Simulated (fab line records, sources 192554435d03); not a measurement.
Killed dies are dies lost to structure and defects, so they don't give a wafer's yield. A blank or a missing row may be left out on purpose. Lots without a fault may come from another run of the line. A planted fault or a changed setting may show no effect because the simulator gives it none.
A struck lot beside a sound one | flow n5_finfet | 41 steps out of a route of 1938
Sound: wafers L456.4, L456.5, L456.6. Struck: wafers L464.1, L464.2, L464.5. The cause comes at the end.
At each step with rows: each side's tool, then ch and its chambers, then its first start. Under that, the readings that differ: sound wafers | struck wafers | difference of the means | sigmas: that difference in standard deviations of wafers without a fault.
alike: readings whose means differ by less than 2 such deviations, and words and numbers that are the same on both sides. not compared: withheld readings, readings that some wafer has no value for, bounds like >300 that may hide the same value, and numbers for which the record gives no deviation and whose values overlap.
The two part at a step that has a row with sigmas, a row that says differs or no value, or rows on one side only. Numbers that don't overlap but have no deviation are shown without sigmas and don't part them. A reading that every wafer of one side lacks parts them only if that side has two wafers or more.

first, 1 step without rows for these wafers: N5_BEOL_M9_STRIP_80 (strips in N2/H2, time 10 s).
N5_BEOL_M9_OCD_MEAS_38:
  sound on ocd-02, day 11 03:11; struck on ocd-02, day 13 11:41
  alike: trench_depth_nm
then, 4 steps without rows for these wafers: N5_BEOL_M9_HM_STRIP_39 (strips TiN in peroxide tin strip, target depth 25 nm, time 158 s); N5_BEOL_M9_SRD_40 (time 30 s); N5_BEOL_M9_PRECLEAN_42 (cleans in residue remover, time 60 s); N5_BEOL_M9_SRD_43 (time 30 s).
N5_BEOL_M9_CD_MEAS_35: target cd 70 nm, target cd y 40 nm.
  sound on cd_sem-01, day 11 03:20; struck on cd_sem-01, day 13 11:51
  alike: cd_nm
then, 1 step without rows for these wafers: N5_BEOL_M9_CURE_72 (cures SiCOH lowk, time 120 s).
N5_BEOL_M9_DEGAS_44: time 60 s.
  sound on pvd_sputter-01, day 11 03:55; struck on pvd_sputter-02, day 13 12:28
  alike: heater_power_w
then, 3 steps without rows for these wafers: N5_BEOL_M9_PRE_CLEAN_45 (time 30 s); N5_BEOL_M9_ALD_74 (deposits TaN, target thk 2 nm, pulse time 2 s, purge time 3 s); N5_BEOL_M9_SURFACE_TREAT_79.
N5_BEOL_M9_CVD_78: deposits Co from CCTBA/H2, target thk 2 nm, time 138.9 s.
  sound on cvd_co-02 ch 0,1,2, day 11 04:26; struck on cvd_co-02 ch 0,1, day 13 13:14
N5_BEOL_M9_SPUTTER_48: material Cu, target thk 12 nm, time 2 s.
  sound on pvd_sputter-03, day 11 04:32; struck on pvd_sputter-02, day 13 13:31
  alike: substrate_temp_c, throttle_valve_pct
then, 1 step without rows for these wafers: N5_BEOL_M9_ECD_50 (material Cu, target thk 318 nm).
N5_BEOL_M9_ANNEAL_51: time 90 s.
  sound on rtp_anneal-01 ch 0, day 11 05:03; struck on rtp_anneal-02 ch 0, day 13 13:44
  alike: wafer_temp_C_max
then, 1 step without rows for these wafers: N5_BEOL_M9_CMP_52 (polishes, stops on SiCOH lowk, t overpolish 7 s, target thk 140 nm).
N5_BEOL_M9_THK_MEAS_53: measures by xrf.
  sound on film_metro-02, day 11 05:31; struck on film_metro-02, day 13 14:20
  alike: M9_THK
then, 2 steps without rows for these wafers: N5_BEOL_M9_PRE_CLEAN_55 (time 15 s); N5_BEOL_M9_DEP_56 (deposits SiCN from 3MS/NH3, target thk 15 nm, time 26.5 s).
N5_BEOL_M9_RS_MEAS_57: measures by four-point-probe.
  sound on film_metro-02, day 11 05:38; struck on film_metro-01, day 13 14:29
  alike: M9_RS
then, 2 steps without rows for these wafers: N5_BEOL_M10_ILD_DEP_00 (deposits SiCOH lowk from DEMS/porogen, target thk 308.51 nm, time 58 s); N5_BEOL_M10_CURE_71 (cures SiCOH lowk, time 240 s).
N5_BEOL_M10_THK_MEAS_01:
  sound on film_metro-02, day 11 06:43; struck on film_metro-02, day 13 15:11
  alike: M10_ILD_THK
N5_BEOL_M10_PECVD_70: deposits SiO2 from TEOS/O2, target thk 20 nm, time 22.7 s.
  sound on pecvd-01 ch 0,1,2, day 11 06:47; struck on pecvd-01 ch 1,2, day 13 15:14
  alike: heater_power_w, showerhead_plenum_p_Torr, throttle_valve_pct
N5_BEOL_M10_HM_DEP_02: deposits TiN, target thk 20 nm.
  sound on pvd_sputter-03, day 11 07:40; struck on pvd_sputter-01, day 13 16:20
  alike: substrate_temp_c, throttle_valve_pct
then, 8 steps without rows for these wafers: N5_BEOL_M10_COAT_59 (time 60 s, resist thk 100 nm); N5_BEOL_M10_COAT_60 (time 60 s, resist thk 30 nm); N5_BEOL_M10_COAT_05 (resist thk 90 nm); N5_BEOL_M10_EBR_07; N5_BEOL_M10_SOFTBAKE_06 (time 60 s); N5_BEOL_M10_EXPOSE_08 (exposes mask M10); N5_BEOL_M10_PEB_09 (peb time 60 s); N5_BEOL_M10_DEVELOP_10 (develop time 30 s).
N5_BEOL_M10_CD_MEAS_11: target cd 64.1 nm.
  sound on cd_sem-03 ch 0, day 11 08:10; struck on cd_sem-03 ch 0, day 13 16:50
  alike: cd_nm
N5_BEOL_M10_OVL_MEAS_12:
  sound on overlay-02 ch 0, day 11 08:11; struck on overlay-02 ch 0, day 13 16:52
  alike: M10_OVL
then, 4 steps without rows for these wafers: N5_BEOL_M10_DESCUM_16 (chemistry O2, time 7.9 s); N5_BEOL_M10_ETCH_61 (etches SiARC in CF4, target depth 39 nm, time 65 s); N5_BEOL_M10_ETCH_62 (etches SOC in N2/H2, target depth 110 nm, overetch 22 nm, time 165 s); N5_BEOL_M10_STRIP_68 (strips in N2/H2).
-- the record jumps here: 2 days lie between the struck wafers' starts before and after (it left off in module BEOL_M10 and takes up again in module PASSIVATION, whose first step shown is number 1936 of the route) --
N5_PASSIVATION_PROBE_49:
  the record has rows for the struck wafers here (prober-02, day 15 19:05) and none for the sound ones

WHERE THEY PART
Only at N5_PASSIVATION_PROBE_49, within this record.

WHY: what the simulator had put in
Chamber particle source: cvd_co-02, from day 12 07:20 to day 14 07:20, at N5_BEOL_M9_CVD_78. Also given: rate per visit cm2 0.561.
